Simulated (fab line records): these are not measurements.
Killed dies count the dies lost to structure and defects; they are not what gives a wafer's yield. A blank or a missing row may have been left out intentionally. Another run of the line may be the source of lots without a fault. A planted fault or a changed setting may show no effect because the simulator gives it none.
Chamber matching / flow n5Finfet / 3 sister chambers for N5_BEOL_M7_ILD_DEP_00 on pecvd-02
The step deposits SiCOH lowk from DEMS/porogen, target thk 179.75 nm, time 33.4 s. 6 wafers are shown with their chamber, then 9 later ones without.

== EACH WAFER AND ITS CHAMBER ==
wafer=L077.1; chamber=2; throttleValvePct (%)=13.3; showerheadVppV (V)=1385
wafer=L083.1; chamber=2; throttleValvePct (%)=13.4; showerheadVppV (V)=1392
wafer=L083.5; chamber=0; throttleValvePct (%)=14.2; showerheadVppV (V)=1431
wafer=L087.2; chamber=0; throttleValvePct (%)=14.3; showerheadVppV (V)=1406
wafer=L087.3; chamber=1; throttleValvePct (%)=13.0; showerheadVppV (V)=1330
wafer=L087.5; chamber=1; throttleValvePct (%)=13.1; showerheadVppV (V)=1288

== WAFERS WITH NO CHAMBER GIVEN ==
wafer=L089.1; throttleValvePct (%)=13.3; showerheadVppV (V)=1391
wafer=L089.5; throttleValvePct (%)=14.1; showerheadVppV (V)=1397
wafer=L089.6; throttleValvePct (%)=13.6; showerheadVppV (V)=1392
wafer=L090.1; throttleValvePct (%)=13.6; showerheadVppV (V)=1391
wafer=L090.3; throttleValvePct (%)=13.0; showerheadVppV (V)=1289
wafer=L090.5; throttleValvePct (%)=14.4; showerheadVppV (V)=1420
wafer=L095.2; throttleValvePct (%)=13.0; showerheadVppV (V)=1301
wafer=L095.4; throttleValvePct (%)=12.7; showerheadVppV (V)=1296
wafer=L095.6; throttleValvePct (%)=13.7; showerheadVppV (V)=1373

== CHAMBER TAKEN BY EACH ==
wafer=L089.1; from the rows above=2; in truth=2
wafer=L089.5; from the rows above=0; in truth=0
wafer=L089.6; from the rows above=2; in truth=2
wafer=L090.1; from the rows above=2; in truth=2
wafer=L090.3; from the rows above=1; in truth=1
wafer=L090.5; from the rows above=0; in truth=0
wafer=L095.2; from the rows above=1; in truth=1
wafer=L095.4; from the rows above=1; in truth=1
wafer=L095.6; from the rows above=2; in truth=2
9 of 9 placed correctly. Can't be placed from these rows: 0. Number placed wrongly: 0.
How it was worked out, from the rows above alone: a wafer's distance from a chamber is the root of the sum, over the readings, of the square of ((its reading less the chamber's mean) divided by the reading's scatter). If the next closest chamber is less than 2 further off than the closest, the wafer can't be placed; otherwise it belongs to the closest. The mean given for a chamber averages the wafers shown for that chamber. How the scatter is found: for the shown wafers, subtract from each reading the mean of its chamber, square and add these, divide the total by (wafers less chambers), then take the root.
